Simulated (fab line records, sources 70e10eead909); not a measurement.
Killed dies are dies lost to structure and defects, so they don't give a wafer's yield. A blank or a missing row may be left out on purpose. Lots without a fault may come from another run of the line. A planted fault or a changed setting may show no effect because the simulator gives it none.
Chamber matching | flow nand_harc | NHARC_P_CONTACT_DESCUM_17 on rie_diel-12: 4 sister chambers
The step chemistry O2, time 3 s. 4 wafers are shown with their chamber, then 10 later ones without.

WAFERS WITH THEIR CHAMBER
wafer  | chamber | showerhead_plenum_p_Torr (Torr)
L084.2 | 3       | 1.89
L084.3 | 0       | 2.02
L087.2 | 1       | 2.05
L087.4 | 2       | 1.97

WAFERS WITHOUT THEIR CHAMBER
wafer  | showerhead_plenum_p_Torr (Torr)
L087.5 | 1.96
L094.1 | 2.05
L094.4 | 2.02
L094.5 | 1.88
L096.1 | 2.02
L096.5 | 1.96
L096.6 | 2.05
L097.1 | 1.88
L097.4 | 1.96
L097.5 | 2.05

WHICH CHAMBER EACH WENT THROUGH
wafer  | from the rows above | in truth
L087.5 | 2                   | 2
L094.1 | 1                   | 1
L094.4 | 0                   | 0
L094.5 | 3                   | 3
L096.1 | 0                   | 0
L096.5 | 2                   | 2
L096.6 | 1                   | 1
L097.1 | 3                   | 3
L097.4 | 2                   | 2
L097.5 | 1                   | 1
Placed correctly: 10 of 10. Can't be placed from these rows: 0. Placed wrongly: 0.
How it was worked out, from the rows above alone: a wafer's distance from a chamber is the root of the sum, over the readings, of the square of ((its reading less the chamber's mean) divided by the reading's scatter). The wafer belongs to the nearest chamber; if the next one is less than 2 further off, it can't be placed. A chamber's mean is the mean of its shown wafers. The scatter: with one shown wafer a chamber, the root of the mean of the squares of how far each hidden wafer lies from its nearest shown one.
